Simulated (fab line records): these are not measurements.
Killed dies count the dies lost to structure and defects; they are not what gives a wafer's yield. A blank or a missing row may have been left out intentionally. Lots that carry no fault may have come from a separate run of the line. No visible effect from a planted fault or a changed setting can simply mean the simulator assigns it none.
fab line records    flow n5-finfet    part 1 of 2: steps 1 to 17 of 30
record lots=5  wafers=15  last-day=18
route steps=1938 shown BEOL_M15@1814 PASS1_DEP@1831 MIM_BOT@1832 MIM_TOP@1834 MIM_TOP_LITHO@1839
lots that met no fault: from a run of the same line without faults
start-h: hours from the record's first day to the start of the lot's first wafer shown    wait-h: how many hours have passed since the lot's step before this one    " repeats the value in the row above    L1.1+2: one row covering several wafers at once    - no value, or no start was given    * or withheld: withheld    < > ~ a bound
route shown NAME@n: a module of which the file shows steps, and the number in the route of the first    usual: mean/standard deviation taken from wafers without a fault    same: alike in all rows    chamber/n: place in a boat    sites: readings site by site    _std_site: standard deviation across them    _edge_site: mean of outer sites minus mean of inner sites    radius-mm: how far each site lies from the wafer's centre    mask NAME#n: copy n    behind: the last tool/chamber to shape the wafer    hold: reason for holding the lot/hours on hold/outcome of the hold    device: whichever transistor did not switch (one of n, p or np)    end of line: the tests these same wafers got at the end of their route    where a step has no rows: the recipe by itself    killed: dies lost to structure and defects at the first sort, not the wafer's yield    map: a wafer's dies, x killed, . not, _ none there
set.NAME: the setting the step ran with; set.NAME@STEP: the setting that earlier step ran with    model.NAME: the simulator's own value behind a step, which no gauge read
certain route steps with their lots: each step a table, each wafer a row
services: the hour from which a tool's chamber was out of use, counted from the record's first day as start-h (under 0 if before that day), plus the number of hours and why
## steps
# step N5_BEOL_M15_ETCH_38
# recipe chemistry=CF4/N2  target=SiCN  target-depth-a=1064  taper-deg=2  time-s=120.5  ion-energy-ev=150  mask-material=SiO2  pressure-mtorr=40  source-w=430  bias-w=70  Ar_flow_sccm=100  cf4-flow-sccm=60  n2-flow-sccm=60
# usual drypump-motor-current-A=5.8/0.43  oes-product-au=0.79/0.087  rf-fwd-power-W=428.5/1.4  rf-vpp-V=382.7/1.7  showerhead-plenum-p-Torr=2.22/0.07  throttle-valve-pct=15.54/0.16
lot.wafer  tool         chamber  start-h  wait-h  drypump-motor-current-A  oes-product-au  rf-fwd-power-W  rf-hours-counter-h  rf-vpp-V  showerhead-plenum-p-Torr  throttle-valve-pct
L076.3     rie-diel-06  1        -        -       6.3                      0.74            427.3           186                 384.9     2.28                      15.84
L076.5     "            0        "        "       5.8                      0.90            427.0           -                   383.4     2.25                      15.55
L076.6     "            3        "        "       5.9                      0.79            428.5           -                   381.0     2.14                      15.58
L078.1     rie-diel-06  1        -        -       6.3                      0.74            428.9           192                 384.8     2.28                      15.88
L078.2     "            3        "        "       5.9                      0.80            427.9           118                 380.2     2.14                      15.58
L078.6     "            3        "        "       5.9                      0.79            428.6           -                   378.3     2.14                      15.60
L082.1     rie-diel-03  1        -        -       6.1                      0.72            425.3           205                 382.6     2.20                      15.59
L082.3     "            0        "        "       5.9                      0.77            427.9           132                 382.7     2.22                      15.58
L082.6     "            3        "        "       5.6                      0.69            430.2           -                   381.9     2.19                      15.68
L088.3     rie-diel-06  0        -        -       5.8                      0.84            429.1           51                  382.3     2.24                      15.64
L088.4     "            1        "        "       6.3                      0.71            430.4           218                 384.6     2.27                      15.90
L088.6     "            3        "        "       5.9                      0.76            428.4           -                   382.1     2.13                      15.64
L091.1     rie-diel-06  3        -        -       5.9                      0.74            429.1           161                 379.8     2.13                      15.66
L091.2     "            0        "        "       5.8                      0.83            428.0           66                  382.9     2.24                      15.68
L091.6     "            2        "        "       5.4                      0.86            426.5           -                   385.6     2.33                      15.33
# step N5_BEOL_M15_PRECLEAN_39
# recipe chemistry=residue-remover  time-s=60  temp-c=40
# usual temp-c=39.99/0.11
lot.wafer  tool          chamber  start-h  wait-h  temp-c
L076.3     wet-bench-02  3        273.86   -       39.98
L076.5     "             5        "        "       39.92
L076.6     "             6        "        "       40.13
L078.1     wet-bench-01  0        286.92   -       40.00
L078.2     "             6        "        "       40.06
L078.6     "             5        "        "       40.09
L082.1     wet-bench-01  4        314.24   -       39.76
L082.3     "             1        "        "       39.95
L082.6     "             5        "        "       40.17
L088.3     wet-bench-04  1        352.42   -       39.96
L088.4     "             6        "        "       39.95
L088.6     "             5        "        "       40.07
L091.1     wet-bench-04  4        409.95   -       39.99
L091.2     "             2        "        "       39.86
L091.6     "             3        "        "       39.77
# step N5_BEOL_M15_SRD_40
# recipe time-s=30  temp-c=23  rinse-liquid=diw  dry=n2-spin  spin-rpm=1500  dry-time-s=30
# usual spin-rpm=1500.1/0.7  temp-c=23.00/0.1
lot.wafer  tool          chamber  start-h  wait-h  spin-rpm  temp-c
L076.3     wet-bench-02  3        273.88   0.0     1500.4    22.92
L076.5     "             5        "        "       1500.5    22.96
L076.6     "             6        "        "       1500.4    23.03
L078.1     wet-bench-01  0        286.94   0.0     1499.4    22.96
L078.2     "             6        "        "       1500.7    23.05
L078.6     "             5        "        "       1500.3    23.05
L082.1     wet-bench-01  4        314.26   0.0     1500.2    22.85
L082.3     "             1        "        "       1499.6    22.88
L082.6     "             5        "        "       1498.8    22.92
L088.3     wet-bench-04  1        352.44   0.0     1499.9    23.13
L088.4     "             6        "        "       1501.4    22.94
L088.6     "             5        "        "       1499.6    22.87
L091.1     wet-bench-04  4        409.99   0.0     1500.5    22.90
L091.2     "             2        "        "       1500.3    22.84
L091.6     "             3        "        "       1499.5    22.92
# step N5_BEOL_M15_DEGAS_41
# recipe ambient=vacuum  temp-c=300  time-s=60
# usual heater-power-w=445/51
lot.wafer  tool            chamber  start-h  wait-h  heater-power-w
L076.3     pvd-sputter-03  -        274.18   0.3     431
L076.5     "               -        "        "       394
L076.6     "               -        "        "       461
L078.1     pvd-sputter-03  -        286.98   0.0     466
L078.2     "               -        "        "       418
L078.6     "               -        "        "       393
L082.1     pvd-sputter-03  -        314.50   0.2     394
L082.3     "               -        "        "       459
L082.6     "               -        "        "       431
L088.3     pvd-sputter-02  -        352.77   0.3     415
L088.4     "               -        "        "       577
L088.6     "               -        "        "       406
L091.1     pvd-sputter-03  -        410.25   0.2     463
L091.2     "               -        "        "       414
L091.6     "               -        "        "       427
# step N5_BEOL_M15_PRE_CLEAN_42
# recipe gas=H2/He  time-s=30  temp-c=300
# usual heater-power-w=445/50
lot.wafer  tool            chamber  start-h  wait-h  heater-power-w
L076.3     pvd-sputter-03  -        274.22   0.0     425
L076.5     "               -        "        "       388
L076.6     "               -        "        "       455
L078.1     pvd-sputter-03  -        287.02   0.0     467
L078.2     "               -        "        "       434
L078.6     "               -        "        "       378
L082.1     pvd-sputter-03  -        314.54   0.0     385
L082.3     "               -        "        "       461
L082.6     "               -        "        "       434
L088.3     pvd-sputter-02  -        352.81   0.0     423
L088.4     "               -        "        "       575
L088.6     "               -        "        "       419
L091.1     pvd-sputter-03  -        410.29   0.0     455
L091.2     "               -        "        "       423
L091.6     "               -        "        "       431
# step N5_BEOL_M15_SPUTTER_43
# recipe material=TaN  target-thk-a=150  temp-c=50  bias-v=168.6  power-w=15000  chamber-pressure-pa=0.12  time-s=24.19
# usual throttle-valve-pct=29.8/0.96
lot.wafer  tool            chamber  start-h  wait-h  throttle-valve-pct
L076.3     pvd-sputter-03  -        274.26   0.0     30.6
L076.5     "               -        "        "       28.3
L076.6     "               -        "        "       31.0
L078.1     pvd-sputter-03  -        287.06   0.0     31.5
L078.2     "               -        "        "       30.9
L078.6     "               -        "        "       28.5
L082.1     pvd-sputter-03  -        314.58   0.0     28.8
L082.3     "               -        "        "       29.2
L082.6     "               -        "        "       30.6
L088.3     pvd-sputter-02  -        352.85   0.0     29.0
L088.4     "               -        "        "       29.2
L088.6     "               -        "        "       28.8
L091.1     pvd-sputter-03  -        410.33   0.0     29.1
L091.2     "               -        "        "       30.4
L091.6     "               -        "        "       30.7
# step N5_BEOL_M15_SPUTTER_44
# recipe material=Ta  target-thk-a=150  temp-c=50  bias-v=80  power-w=15000  chamber-pressure-pa=0.07  time-s=24.19
# usual throttle-valve-pct=29.8/0.96
lot.wafer  tool            chamber  start-h  wait-h  throttle-valve-pct
L076.3     pvd-sputter-03  -        274.34   0.0     30.8
L076.5     "               -        "        "       28.7
L076.6     "               -        "        "       31.1
L078.1     pvd-sputter-03  -        287.14   0.0     31.0
L078.2     "               -        "        "       30.8
L078.6     "               -        "        "       28.5
L082.1     pvd-sputter-03  -        314.66   0.0     28.3
L082.3     "               -        "        "       29.2
L082.6     "               -        "        "       30.7
L088.3     pvd-sputter-02  -        352.93   0.0     29.2
L088.4     "               -        "        "       29.4
L088.6     "               -        "        "       29.2
L091.1     pvd-sputter-03  -        410.41   0.0     29.5
L091.2     "               -        "        "       30.3
L091.6     "               -        "        "       30.6
# step N5_BEOL_M15_SPUTTER_45
# recipe material=Cu  target-thk-a=1000  temp-c=-20  bias-v=60  power-w=26000  chamber-pressure-pa=0.13  time-s=16.67
# usual throttle-valve-pct=29.8/0.95
lot.wafer  tool            chamber  start-h  wait-h  throttle-valve-pct
L076.3     pvd-sputter-03  -        274.42   0.0     30.9
L076.5     "               -        "        "       28.5
L076.6     "               -        "        "       31.0
L078.1     pvd-sputter-03  -        287.22   0.0     31.1
L078.2     "               -        "        "       30.8
L078.6     "               -        "        "       28.5
L082.1     pvd-sputter-03  -        314.74   0.0     28.5
L082.3     "               -        "        "       29.2
L082.6     "               -        "        "       30.7
L088.3     pvd-sputter-02  -        353.01   0.0     29.0
L088.4     "               -        "        "       29.7
L088.6     "               -        "        "       29.0
L091.1     pvd-sputter-03  -        410.49   0.0     29.2
L091.2     "               -        "        "       30.9
L091.6     "               -        "        "       31.1
# step N5_BEOL_M15_ECD_47
# recipe material=Cu  target-thk-a=18600
lot.wafer   tool       chamber  start-h  wait-h
L076.3+5+6  ecd-cu-02  0,1,0    274.61   0.2
L078.1+2+6  ecd-cu-02  0,1,1    287.34   0.1
L082.1+3+6  ecd-cu-01  0,0,1    314.86   0.1
L088.3+4+6  ecd-cu-01  0,1,0    353.20   0.2
L091.1+2+6  ecd-cu-02  1,0,0    410.61   0.1
# step N5_BEOL_M15_ANNEAL_48
# recipe temp-c=225  time-s=90  ambient=N2
# usual wafer_temp_C_max=225.9/0.33
lot.wafer  tool           chamber  start-h  wait-h  wafer_temp_C_max
L076.3     rtp-anneal-01  0        274.87   0.2     226.0
L076.5     "              0        "        "       225.9
L076.6     "              0        "        "       225.8
L078.1     rtp-anneal-01  0        287.58   0.2     226.4
L078.2     "              0        "        "       226.2
L078.6     "              0        "        "       226.2
L082.1     rtp-anneal-02  0        315.13   0.2     225.6
L082.3     "              0        "        "       225.5
L082.6     "              0        "        "       225.6
L088.3     rtp-anneal-02  0        353.46   0.2     225.8
L088.4     "              0        "        "       225.9
L088.6     "              0        "        "       226.1
L091.1     rtp-anneal-01  0        410.85   0.2     226.0
L091.2     "              0        "        "       225.9
L091.6     "              0        "        "       226.4
# step N5_BEOL_M15_CMP_49
# recipe stop-on=SiO2  t-overpolish-s=4.9  down-force-psi=2  platen-rpm=80  clearing-platen-down-force-psi=2  clearing-platen-rpm=80  post-cmp-clean=cu-alkaline  target-thk-nm=850  clearing-platen-pad-velocity-m-s=1.5917  pad-velocity-m-s=1.5917
# usual barrier-field-endpoint-s=11.41/0.29  motor-current-A=8.2/0.97  overpolish-run-s=4.899/0.0087  retaining-ring-pressure-frac=1.000/0.0048
lot.wafer  tool    chamber  start-h  wait-h  barrier-field-endpoint-s  motor-current-A  overpolish-run-s  retaining-ring-pressure-frac
L076.3     cmp-03  1        275.08   0.2     11.31                     8.4              4.890             0.990
L076.6     "       1        "        "       11.65                     8.2              4.922             0.998
L076.5     "       2        "        "       11.68                     7.9              4.885             0.999
L078.1     cmp-04  0        287.88   0.3     11.49                     9.1              4.911             1.004
L078.2     "       2        "        "       11.09                     9.1              4.907             1.012
L078.6     "       1        "        "       11.78                     7.5              4.891             1.001
L082.3     cmp-04  0        315.46   0.2     11.59                     9.5              4.891             1.006
L082.1     "       1        "        "       11.89                     7.5              4.898             1.002
L082.6     "       0        "        "       11.57                     8.6              4.897             1.001
L088.3     cmp-04  3        353.67   0.2     11.05                     7.8              4.902             0.991
L088.4     "       0        "        "       11.16                     8.7              4.901             1.000
L088.6     "       3        "        "       10.75                     7.2              4.912             0.999
L091.1     cmp-04  3        411.18   0.3     11.06                     7.3              4.890             0.999
L091.2     "       1        "        "       11.44                     6.9              4.901             0.995
L091.6     "       2        "        "       10.98                     9.5              4.900             1.016
# step N5_BEOL_M15_THK_MEAS_50
# recipe thk-meas-gauge=xrf  reads=Cu_of_BEOL_M15_ECD_47
# usual M15_THK=872/21
lot.wafer  tool           chamber  start-h  wait-h  M15_THK[nm]
L076.3     film-metro-02  -        275.37   -       881
L076.5     "              -        "        "       868
L076.6     "              -        "        "       849
L078.1     film-metro-01  -        288.17   -       878
L078.2     "              -        "        "       861
L078.6     "              -        "        "       897
L082.1     film-metro-02  -        315.72   -       853
L082.3     "              -        "        "       860
L082.6     "              -        "        "       858
L088.3     film-metro-02  -        353.96   -       858
L088.4     "              -        "        "       884
L088.6     "              -        "        "       873
L091.1     film-metro-01  -        411.44   -       892
L091.2     "              -        "        "       865
L091.6     "              -        "        "       894
# step N5_BEOL_M15_PRE_CLEAN_52
# recipe gas=NH3  time-s=15  temp-c=withheld  rf-power-w=300
# usual rf-fwd-power-W=296.0/1.7
lot.wafer  tool      chamber  start-h  wait-h  rf-fwd-power-W
L076.3     pecvd-02  2        275.41   0.0     295.7
L076.5     "         1        "        "       297.7
L076.6     "         0        "        "       297.0
L078.1     pecvd-01  1        288.21   0.0     292.8
L078.2     "         2        "        "       297.5
L078.6     "         0        "        "       296.8
L082.1     pecvd-03  0        315.75   0.0     295.3
L082.3     "         1        "        "       296.8
L082.6     "         2        "        "       296.2
L088.3     pecvd-02  2        354.00   0.0     295.6
L088.4     "         2        "        "       295.6
L088.6     "         0        "        "       296.2
L091.1     pecvd-02  1        411.48   0.0     299.2
L091.2     "         2        "        "       297.1
L091.6     "         2        "        "       297.2
# step N5_BEOL_M15_DEP_53
# recipe material=SiCN  target-thk-a=500  temp-c=withheld  precursor=3MS/NH3  pressure-torr=3  rf-w=675  time-s=17.8
# usual rf-fwd-power-W=668/3.4  showerhead-plenum-p-Torr=4.160/0.018  throttle-valve-pct=17.9/1.2
lot.wafer  tool      chamber  start-h  wait-h  rf-fwd-power-W  showerhead-plenum-p-Torr  throttle-valve-pct
L076.3     pecvd-02  2        275.44   0.0     667             4.138                     19.1
L076.5     "         1        "        "       675             4.182                     19.5
L076.6     "         0        "        "       667             4.181                     17.2
L078.1     pecvd-01  1        288.24   0.0     661             4.128                     17.9
L078.2     "         2        "        "       672             4.178                     16.7
L078.6     "         0        "        "       671             4.170                     18.1
L082.1     pecvd-03  0        315.78   0.0     664             4.149                     17.7
L082.3     "         1        "        "       665             4.164                     19.1
L082.6     "         2        "        "       669             4.164                     16.5
L088.3     pecvd-02  2        354.02   0.0     669             4.134                     19.3
L088.4     "         2        "        "       669             4.124                     19.7
L088.6     "         0        "        "       666             4.184                     17.0
L091.1     pecvd-02  1        411.50   0.0     671             4.177                     19.4
L091.2     "         2        "        "       669             4.135                     19.8
L091.6     "         2        "        "       671             4.132                     19.7
# step N5_BEOL_M15_RS_MEAS_54
# recipe thk-meas-gauge=four-point-probe  reads=Cu_of_BEOL_M15_ECD_47+Ta_of_BEOL_M15_SPUTTER_44+TaN_of_BEOL_M15_SPUTTER_43
# usual M15_RS=0.0217/0.00046
lot.wafer  tool           chamber  start-h  wait-h  M15_RS[ohm/sq]
L076.3     film-metro-02  -        275.50   0.1     0.0215
L076.5     "              -        "        "       0.0218
L076.6     "              -        "        "       0.0224
L078.1     film-metro-01  -        288.30   0.0     0.0215
L078.2     "              -        "        "       0.0219
L078.6     "              -        "        "       0.0209
L082.1     film-metro-02  -        315.84   0.0     0.0220
L082.3     "              -        "        "       0.0218
L082.6     "              -        "        "       0.0219
L088.3     film-metro-02  -        354.09   0.1     0.0220
L088.4     "              -        "        "       0.0213
L088.6     "              -        "        "       0.0216
L091.1     film-metro-01  -        411.57   0.0     0.0213
L091.2     "              -        "        "       0.0220
L091.6     "              -        "        "       0.0213
# step N5_BEOL_M15_INSPECT_55
# recipe inspect-instrument=darkfield  mode=post-dep
# usual raw-defect-count=79/29
lot.wafer  tool               chamber  start-h  wait-h  raw-defect-count
L076.3     defect-inspect-01  -        275.53   0.0     104
L076.5     "                  -        "        "       58
L076.6     "                  -        "        "       72
L078.1     defect-inspect-02  -        288.33   0.0     81
L078.2     "                  -        "        "       65
L078.6     "                  -        "        "       86
L082.1     defect-inspect-01  -        315.87   0.0     65
L082.3     "                  -        "        "       81
L082.6     "                  -        "        "       96
L088.3     defect-inspect-01  -        354.12   0.0     63
L088.4     "                  -        "        "       91
L088.6     "                  -        "        "       94
L091.1     defect-inspect-01  -        411.60   0.0     76
L091.2     "                  -        "        "       76
L091.6     "                  -        "        "       51
# step N5_BEOL_M15_RC_MEAS_101
# usual COMB_M10=1.4e-11/3.2e-12  COMB_M11=1.43e-11/3e-12  COMB_M12=5.8e-12/1.3e-12  COMB_M13=4.5e-12/9.1e-13  COMB_M14=3.1e-12/7.8e-13  COMB_M15=2e-12/5.1e-13  COMB_M5=3.5e-11/7e-12  COMB_M6=2.5e-11/4.8e-12  COMB_M7=2.6e-11/5.3e-12  COMB_M8=2.5e-11/5.8e-12  COMB_M9=1.38e-11/3e-12  SERP_M10=3.10/0.096  SERP_M11=3.09/0.086  SERP_M11_max_site=3.18/0.091  SERP_M12=0.644/0.016  SERP_M13=0.311/0.0075  SERP_M14=0.162/0.0047  SERP_M5=39.5/1.9  SERP_M6=14.0/0.55  SERP_M7=14.0/0.55  SERP_M8=13.9/0.54  SERP_M8_max_site=14.4/0.56  SERP_M9=3.07/0.099
lot.wafer  tool       chamber  start-h  wait-h  COMB_M10[S/m]  COMB_M11[S/m]  COMB_M12[S/m]  COMB_M13[S/m]  COMB_M14[S/m]  COMB_M15[S/m]  COMB_M5[S/m]  COMB_M6[S/m]  COMB_M7[S/m]  COMB_M8[S/m]  COMB_M9[S/m]  SERP_M10[ohm/um]  SERP_M11[ohm/um]  SERP_M11_max_site[ohm/um]  SERP_M12[ohm/um]  SERP_M13[ohm/um]  SERP_M14[ohm/um]  SERP_M5[ohm/um]  SERP_M6[ohm/um]  SERP_M7[ohm/um]  SERP_M8[ohm/um]  SERP_M8_max_site[ohm/um]  SERP_M9[ohm/um]
L076.3     prober-02  0        275.86   0.3     1.4e-11        1.5e-11        7e-12          5e-12          3.5e-12        1.6e-12        4.2e-11       2.8e-11       2.4e-11       1.8e-11       1.23e-11      3.11              3.09              3.18                       0.663             0.308             0.160             37.8             13.5             14.1             13.8             14.0                      3.05
L076.5     "          0        "        "       1.2e-11        1.25e-11       7.1e-12        5e-12          3.7e-12        2.2e-12        2.9e-11       2.2e-11       3.3e-11       2.2e-11       1.59e-11      3.16              3.07              3.10                       0.618             0.311             0.167             36.9             14.1             13.6             13.5             13.8                      3.00
L076.6     "          0        "        "       1e-11          1.11e-11       5e-12          4.1e-12        3e-12          1.8e-12        3.4e-11       2.9e-11       3.1e-11       2.5e-11       1.32e-11      3.11              3.01              3.05                       0.641             0.325             0.160             40.9             14.1             14.0             14.4             15.2                      3.05
L078.1     prober-01  0        288.35   0.0     1.3e-11        1.46e-11       6.1e-12        5.1e-12        2.4e-12        2.2e-12        3.7e-11       2e-11         3e-11         2.5e-11       1.42e-11      2.98              3.09              3.17                       0.681             0.319             0.169             40.4             14.2             13.5             13.5             14.0                      3.21
L078.2     "          0        "        "       2.2e-11        1.22e-11       7.9e-12        3.4e-12        4.4e-12        2.2e-12        4.6e-11       1.7e-11       2e-11         2.8e-11       1.85e-11      3.03              2.95              3.11                       0.650             0.307             0.166             40.4             15.4             13.8             12.7             13.2                      3.19
L078.6     "          0        "        "       1.5e-11        1.67e-11       4.2e-12        3.1e-12        2.5e-12        3.1e-12        4.3e-11       1.8e-11       3.8e-11       3.6e-11       1.86e-11      2.91              3.03              3.15                       0.648             0.316             0.164             38.5             14.1             13.6             13.1             13.8                      3.08
L082.1     prober-01  0        315.90   0.0     9e-12          1.49e-11       4.1e-12        4.3e-12        3.1e-12        1.8e-12        3.9e-11       2.4e-11       2.3e-11       2.5e-11       1.52e-11      2.96              3.16              3.26                       0.645             0.316             0.154             38.5             14.1             13.2             13.8             14.1                      3.28
L082.3     "          0        "        "       1.1e-11        1.45e-11       6.3e-12        4.1e-12        3.3e-12        2.9e-12        3.2e-11       3.1e-11       2.2e-11       2.3e-11       1.16e-11      2.97              3.12              3.17                       0.638             0.319             0.168             37.3             14.3             13.5             14.1             14.9                      3.11
L082.6     "          0        "        "       1.1e-11        2.15e-11       7.3e-12        3.6e-12        3.7e-12        1.8e-12        3.8e-11       2.6e-11       2.1e-11       2.3e-11       7.6e-12       3.04              3.16              3.22                       0.640             0.322             0.169             40.3             14.9             13.6             13.7             14.3                      3.01
L088.3     prober-01  0        354.45   0.3     1.2e-11        1.53e-11       3.8e-12        4.1e-12        3.6e-12        1.3e-12        4.9e-11       2.8e-11       2.5e-11       2.1e-11       1.43e-11      3.29              3.22              3.29                       0.643             0.316             0.156             38.0             14.8             13.7             14.6             15.2                      2.95
L088.4     "          0        "        "       9e-12          1.9e-11        5e-12          4.1e-12        3.1e-12        1.2e-12        3.6e-11       2.4e-11       2.1e-11       2.9e-11       1.16e-11      3.03              3.19              3.28                       0.615             0.317             0.156             38.2             13.9             14.2             13.8             14.0                      3.16
L088.6     "          0        "        "       1.7e-11        1.43e-11       5.8e-12        3e-12          3e-12          1.3e-12        3.4e-11       2.6e-11       2.3e-11       3.5e-11       1.34e-11      3.07              2.95              3.03                       0.621             0.318             0.159             36.9             14.1             13.4             14.6             15.1                      3.11
L091.1     prober-02  0        411.62   0.0     1.6e-11        1.23e-11       6.4e-12        5.8e-12        4.2e-12        1.7e-12        4.8e-11       2.5e-11       2e-11         2.3e-11       1.26e-11      3.20              2.94              3.17                       0.651             0.305             0.162             42.8             14.2             14.1             14.2             14.9                      3.09
L091.2     "          0        "        "       1.4e-11        1.71e-11       5.2e-12        6.2e-12        3.2e-12        2.1e-12        3.2e-11       2.2e-11       2.1e-11       2.4e-11       8.7e-12       3.03              3.04              3.10                       0.650             0.296             0.164             39.4             14.6             14.7             13.3             13.6                      2.93
L091.6     "          0        "        "       1.5e-11        1.22e-11       5.5e-12        5.8e-12        3.5e-12        2.5e-12        3.1e-11       2.8e-11       1.7e-11       2.5e-11       1.48e-11      3.00              3.09              3.20                       0.658             0.293             0.160             40.2             14.8             14.6             12.9             13.5                      3.13
